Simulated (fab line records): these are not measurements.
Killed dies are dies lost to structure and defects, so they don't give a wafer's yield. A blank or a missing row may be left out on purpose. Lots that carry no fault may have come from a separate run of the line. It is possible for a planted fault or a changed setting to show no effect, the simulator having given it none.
Chamber matching / flow nand-harc / rie-diel-04 running NHARC_A_CONTACT_ETCH_102: 4 sister chambers
The step etches the open film in CF4/O2, target depth 100 nm, overetch 10 nm, time 55 s. 42 wafers are shown with their chamber, then 12 later ones without.

== WAFERS PAIRED WITH THEIR CHAMBERS ==
wafer=L074.2; chamber=3; drypump-motor-current-A (A)=5.76; showerhead-plenum-p-Torr (Torr)=1.37; rf-vpp-V (V)=197.4
wafer=L074.3; chamber=1; drypump-motor-current-A (A)=5.68; showerhead-plenum-p-Torr (Torr)=1.35; rf-vpp-V (V)=197.5
wafer=L074.6; chamber=2; drypump-motor-current-A (A)=6.22; showerhead-plenum-p-Torr (Torr)=1.26; rf-vpp-V (V)=195.9
wafer=L077.4; chamber=2; drypump-motor-current-A (A)=6.19; showerhead-plenum-p-Torr (Torr)=1.26; rf-vpp-V (V)=195.4
wafer=L077.5; chamber=3; drypump-motor-current-A (A)=5.78; showerhead-plenum-p-Torr (Torr)=1.37; rf-vpp-V (V)=197.0
wafer=L077.6; chamber=2; drypump-motor-current-A (A)=6.20; showerhead-plenum-p-Torr (Torr)=1.26; rf-vpp-V (V)=197.1
wafer=L076.2; chamber=2; drypump-motor-current-A (A)=6.23; showerhead-plenum-p-Torr (Torr)=1.26; rf-vpp-V (V)=194.9
wafer=L076.3; chamber=0; drypump-motor-current-A (A)=5.81; showerhead-plenum-p-Torr (Torr)=1.29; rf-vpp-V (V)=196.1
wafer=L076.4; chamber=1; drypump-motor-current-A (A)=5.68; showerhead-plenum-p-Torr (Torr)=1.35; rf-vpp-V (V)=198.2
wafer=L080.2; chamber=3; drypump-motor-current-A (A)=5.78; showerhead-plenum-p-Torr (Torr)=1.37; rf-vpp-V (V)=198.5
wafer=L080.4; chamber=2; drypump-motor-current-A (A)=6.22; showerhead-plenum-p-Torr (Torr)=1.26; rf-vpp-V (V)=196.4
wafer=L080.6; chamber=0; drypump-motor-current-A (A)=5.82; showerhead-plenum-p-Torr (Torr)=1.29; rf-vpp-V (V)=196.0
wafer=L081.2; chamber=1; drypump-motor-current-A (A)=5.69; showerhead-plenum-p-Torr (Torr)=1.35; rf-vpp-V (V)=197.4
wafer=L081.3; chamber=3; drypump-motor-current-A (A)=5.78; showerhead-plenum-p-Torr (Torr)=1.37; rf-vpp-V (V)=197.7
wafer=L081.5; chamber=1; drypump-motor-current-A (A)=5.66; showerhead-plenum-p-Torr (Torr)=1.35; rf-vpp-V (V)=197.2
wafer=L083.2; chamber=3; drypump-motor-current-A (A)=5.78; showerhead-plenum-p-Torr (Torr)=1.37; rf-vpp-V (V)=198.4
wafer=L083.4; chamber=1; drypump-motor-current-A (A)=5.66; showerhead-plenum-p-Torr (Torr)=1.35; rf-vpp-V (V)=197.4
wafer=L083.5; chamber=3; drypump-motor-current-A (A)=5.78; showerhead-plenum-p-Torr (Torr)=1.37; rf-vpp-V (V)=197.9
wafer=L082.1; chamber=0; drypump-motor-current-A (A)=5.80; showerhead-plenum-p-Torr (Torr)=1.29; rf-vpp-V (V)=196.3
wafer=L082.2; chamber=1; drypump-motor-current-A (A)=5.68; showerhead-plenum-p-Torr (Torr)=1.35; rf-vpp-V (V)=199.2
wafer=L082.5; chamber=3; drypump-motor-current-A (A)=5.77; showerhead-plenum-p-Torr (Torr)=1.37; rf-vpp-V (V)=199.5
wafer=L089.1; chamber=0; drypump-motor-current-A (A)=5.82; showerhead-plenum-p-Torr (Torr)=1.28; rf-vpp-V (V)=195.0
wafer=L089.2; chamber=1; drypump-motor-current-A (A)=5.67; showerhead-plenum-p-Torr (Torr)=1.35; rf-vpp-V (V)=198.1
wafer=L089.6; chamber=1; drypump-motor-current-A (A)=5.69; showerhead-plenum-p-Torr (Torr)=1.35; rf-vpp-V (V)=197.2
wafer=L087.3; chamber=0; drypump-motor-current-A (A)=5.77; showerhead-plenum-p-Torr (Torr)=1.28; rf-vpp-V (V)=198.3
wafer=L087.4; chamber=2; drypump-motor-current-A (A)=6.21; showerhead-plenum-p-Torr (Torr)=1.25; rf-vpp-V (V)=195.2
wafer=L087.6; chamber=2; drypump-motor-current-A (A)=6.24; showerhead-plenum-p-Torr (Torr)=1.25; rf-vpp-V (V)=196.1
wafer=L090.2; chamber=3; drypump-motor-current-A (A)=5.77; showerhead-plenum-p-Torr (Torr)=1.37; rf-vpp-V (V)=198.9
wafer=L090.3; chamber=1; drypump-motor-current-A (A)=5.67; showerhead-plenum-p-Torr (Torr)=1.35; rf-vpp-V (V)=197.8
wafer=L090.5; chamber=0; drypump-motor-current-A (A)=5.79; showerhead-plenum-p-Torr (Torr)=1.28; rf-vpp-V (V)=195.0
wafer=L091.3; chamber=2; drypump-motor-current-A (A)=6.22; showerhead-plenum-p-Torr (Torr)=1.25; rf-vpp-V (V)=196.4
wafer=L091.4; chamber=1; drypump-motor-current-A (A)=5.67; showerhead-plenum-p-Torr (Torr)=1.35; rf-vpp-V (V)=198.0
wafer=L091.6; chamber=1; drypump-motor-current-A (A)=5.70; showerhead-plenum-p-Torr (Torr)=1.35; rf-vpp-V (V)=198.5
wafer=L088.3; chamber=2; drypump-motor-current-A (A)=6.19; showerhead-plenum-p-Torr (Torr)=1.25; rf-vpp-V (V)=196.0
wafer=L088.4; chamber=0; drypump-motor-current-A (A)=5.79; showerhead-plenum-p-Torr (Torr)=1.28; rf-vpp-V (V)=196.9
wafer=L088.6; chamber=3; drypump-motor-current-A (A)=5.78; showerhead-plenum-p-Torr (Torr)=1.37; rf-vpp-V (V)=197.0
wafer=L093.4; chamber=2; drypump-motor-current-A (A)=6.22; showerhead-plenum-p-Torr (Torr)=1.25; rf-vpp-V (V)=196.7
wafer=L093.5; chamber=3; drypump-motor-current-A (A)=5.75; showerhead-plenum-p-Torr (Torr)=1.37; rf-vpp-V (V)=198.9
wafer=L093.6; chamber=1; drypump-motor-current-A (A)=5.66; showerhead-plenum-p-Torr (Torr)=1.35; rf-vpp-V (V)=198.6
wafer=L092.4; chamber=2; drypump-motor-current-A (A)=6.22; showerhead-plenum-p-Torr (Torr)=1.25; rf-vpp-V (V)=195.4
wafer=L092.5; chamber=3; drypump-motor-current-A (A)=5.76; showerhead-plenum-p-Torr (Torr)=1.36; rf-vpp-V (V)=199.6
wafer=L092.6; chamber=2; drypump-motor-current-A (A)=6.22; showerhead-plenum-p-Torr (Torr)=1.25; rf-vpp-V (V)=196.7

SIGNATURES (means of the wafers above)
reading=drypump-motor-current-A; chamber 0=5.8000; chamber 1=5.6758; chamber 2=6.2150; chamber 3=5.7718; scatter within a chamber=0.0141
reading=showerhead-plenum-p-Torr; chamber 0=1.2843; chamber 1=1.3500; chamber 2=1.2542; chamber 3=1.3691; scatter within a chamber=0.00382
reading=rf-vpp-V; chamber 0=196.229; chamber 1=197.925; chamber 2=196.017; chamber 3=198.255; scatter within a chamber=0.825
Rule: for each reading, subtract the chamber's mean from the wafer's reading, divide by that reading's scatter and square the result; add these up over the readings and take the root, which gives the wafer's distance from the chamber. The wafer belongs to the nearest chamber; if the next one is less than 2 further off, it can't be placed. The scatter: take each reading less its chamber's mean, square it, sum over the shown wafers, divide by the number of wafers less the number of chambers, and take the root.

== WAFERS MISSING THEIR CHAMBER ==
wafer=L097.1; drypump-motor-current-A (A)=5.68; showerhead-plenum-p-Torr (Torr)=1.35; rf-vpp-V (V)=197.7
wafer=L097.2; drypump-motor-current-A (A)=5.76; showerhead-plenum-p-Torr (Torr)=1.36; rf-vpp-V (V)=198.3
wafer=L097.5; drypump-motor-current-A (A)=5.77; showerhead-plenum-p-Torr (Torr)=1.28; rf-vpp-V (V)=197.3
wafer=L095.2; drypump-motor-current-A (A)=5.68; showerhead-plenum-p-Torr (Torr)=1.35; rf-vpp-V (V)=197.4
wafer=L095.5; drypump-motor-current-A (A)=5.75; showerhead-plenum-p-Torr (Torr)=1.36; rf-vpp-V (V)=198.8
wafer=L095.6; drypump-motor-current-A (A)=6.22; showerhead-plenum-p-Torr (Torr)=1.25; rf-vpp-V (V)=195.6
wafer=L094.1; drypump-motor-current-A (A)=5.84; showerhead-plenum-p-Torr (Torr)=1.28; rf-vpp-V (V)=196.1
wafer=L094.2; drypump-motor-current-A (A)=5.79; showerhead-plenum-p-Torr (Torr)=1.36; rf-vpp-V (V)=198.0
wafer=L094.4; drypump-motor-current-A (A)=6.20; showerhead-plenum-p-Torr (Torr)=1.25; rf-vpp-V (V)=196.0
wafer=L096.2; drypump-motor-current-A (A)=5.82; showerhead-plenum-p-Torr (Torr)=1.28; rf-vpp-V (V)=196.7
wafer=L096.3; drypump-motor-current-A (A)=6.22; showerhead-plenum-p-Torr (Torr)=1.25; rf-vpp-V (V)=196.0
wafer=L096.5; drypump-motor-current-A (A)=5.75; showerhead-plenum-p-Torr (Torr)=1.36; rf-vpp-V (V)=198.5

== CHAMBER TAKEN BY EACH ==
wafer=L097.1; from the rows above=1; in truth=1
wafer=L097.2; from the rows above=3; in truth=3
wafer=L097.5; from the rows above=0; in truth=0
wafer=L095.2; from the rows above=1; in truth=1
wafer=L095.5; from the rows above=3; in truth=3
wafer=L095.6; from the rows above=2; in truth=2
wafer=L094.1; from the rows above=0; in truth=0
wafer=L094.2; from the rows above=3; in truth=3
wafer=L094.4; from the rows above=2; in truth=2
wafer=L096.2; from the rows above=0; in truth=0
wafer=L096.3; from the rows above=2; in truth=2
wafer=L096.5; from the rows above=3; in truth=3
Placed correctly: 12 of 12. Not placeable from these rows: 0. Wrongly placed: 0.
